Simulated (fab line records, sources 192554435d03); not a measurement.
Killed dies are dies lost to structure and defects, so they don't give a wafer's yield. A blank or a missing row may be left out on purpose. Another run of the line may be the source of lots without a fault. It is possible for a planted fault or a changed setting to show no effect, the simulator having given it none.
Chamber matching :: flow n5-finfet :: rie-diel-06 running N5_BEOL_M11_ETCH_62: 4 sister chambers
The step etches SOC in N2/H2, target depth 110 nm, overetch 22 nm, time 165 s. 14 wafers are shown with their chamber, then 7 later ones without.

## WAFERS, EACH WITH ITS CHAMBER
wafer: L074.1
chamber: 1
showerhead-plenum-p-Torr (Torr): 2.45
drypump-motor-current-A (A): 5.8
oes-product-au (a.u.): 0.63

wafer: L074.2
chamber: 2
showerhead-plenum-p-Torr (Torr): 2.40
drypump-motor-current-A (A): 6.7
oes-product-au (a.u.): 0.60

wafer: L074.6
chamber: 2
showerhead-plenum-p-Torr (Torr): 2.40
drypump-motor-current-A (A): 6.7
oes-product-au (a.u.): 0.59

wafer: L078.3
chamber: 1
showerhead-plenum-p-Torr (Torr): 2.45
drypump-motor-current-A (A): 5.8
oes-product-au (a.u.): 0.63

wafer: L078.4
chamber: 3
showerhead-plenum-p-Torr (Torr): 2.63
drypump-motor-current-A (A): 5.6
oes-product-au (a.u.): 0.59

wafer: L078.6
chamber: 0
showerhead-plenum-p-Torr (Torr): 2.57
drypump-motor-current-A (A): 6.5
oes-product-au (a.u.): 0.72

wafer: L076.3
chamber: 0
showerhead-plenum-p-Torr (Torr): 2.57
drypump-motor-current-A (A): 6.5
oes-product-au (a.u.): 0.73

wafer: L076.4
chamber: 1
showerhead-plenum-p-Torr (Torr): 2.45
drypump-motor-current-A (A): 5.8
oes-product-au (a.u.): 0.64

wafer: L076.5
chamber: 0
showerhead-plenum-p-Torr (Torr): 2.57
drypump-motor-current-A (A): 6.5
oes-product-au (a.u.): 0.72

wafer: L083.1
chamber: 0
showerhead-plenum-p-Torr (Torr): 2.57
drypump-motor-current-A (A): 6.4
oes-product-au (a.u.): 0.72

wafer: L083.4
chamber: 1
showerhead-plenum-p-Torr (Torr): 2.45
drypump-motor-current-A (A): 5.8
oes-product-au (a.u.): 0.62

wafer: L083.5
chamber: 2
showerhead-plenum-p-Torr (Torr): 2.40
drypump-motor-current-A (A): 6.7
oes-product-au (a.u.): 0.59

wafer: L080.3
chamber: 1
showerhead-plenum-p-Torr (Torr): 2.45
drypump-motor-current-A (A): 5.8
oes-product-au (a.u.): 0.63

wafer: L080.4
chamber: 3
showerhead-plenum-p-Torr (Torr): 2.62
drypump-motor-current-A (A): 5.6
oes-product-au (a.u.): 0.59

SIGNATURES (averages over the wafers above)
reading: showerhead-plenum-p-Torr
chamber 0: 2.5700
chamber 1: 2.4500
chamber 2: 2.4000
chamber 3: 2.6250
scatter within a chamber: 0.00224

reading: drypump-motor-current-A
chamber 0: 6.475
chamber 1: 5.800
chamber 2: 6.700
chamber 3: 5.600
scatter within a chamber: 0.0274

reading: oes-product-au
chamber 0: 0.7225
chamber 1: 0.6300
chamber 2: 0.5933
chamber 3: 0.5900
scatter within a chamber: 0.00585
Rule: a wafer lies at a distance from a chamber equal to the root of the sum of squares, over the readings, of (its reading less the chamber's mean, divided by the reading's scatter). The wafer belongs to the nearest chamber; if the next one is less than 2 further off, it can't be placed. The scatter: take each reading less its chamber's mean, square it, sum over the shown wafers, divide by the number of wafers less the number of chambers, and take the root.

## WAFERS WHOSE CHAMBER IS MISSING
wafer: L080.5
showerhead-plenum-p-Torr (Torr): 2.40
drypump-motor-current-A (A): 6.7
oes-product-au (a.u.): 0.59

wafer: L088.1
showerhead-plenum-p-Torr (Torr): 2.71
drypump-motor-current-A (A): 6.7
oes-product-au (a.u.): 0.81

wafer: L088.3
showerhead-plenum-p-Torr (Torr): 2.44
drypump-motor-current-A (A): 5.8
oes-product-au (a.u.): 0.63

wafer: L088.5
showerhead-plenum-p-Torr (Torr): 2.57
drypump-motor-current-A (A): 6.5
oes-product-au (a.u.): 0.70

wafer: L095.3
showerhead-plenum-p-Torr (Torr): 2.56
drypump-motor-current-A (A): 6.5
oes-product-au (a.u.): 0.68

wafer: L095.4
showerhead-plenum-p-Torr (Torr): 2.43
drypump-motor-current-A (A): 5.8
oes-product-au (a.u.): 0.61

wafer: L095.5
showerhead-plenum-p-Torr (Torr): 2.61
drypump-motor-current-A (A): 5.6
oes-product-au (a.u.): 0.58

## THE CHAMBER EACH PASSED THROUGH
wafer: L080.5
from the rows above: 2
in truth: 2

wafer: L088.1
from the rows above: can't be placed: 0 or 3
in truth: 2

wafer: L088.3
from the rows above: 1
in truth: 1

wafer: L088.5
from the rows above: 0
in truth: 0

wafer: L095.3
from the rows above: 0
in truth: 0

wafer: L095.4
from the rows above: 1
in truth: 1

wafer: L095.5
from the rows above: 3
in truth: 3
6 of 7 placed correctly. Cannot be placed on the basis of these rows: 1; the candidates contain the true chamber in 0. 0 placed wrongly.
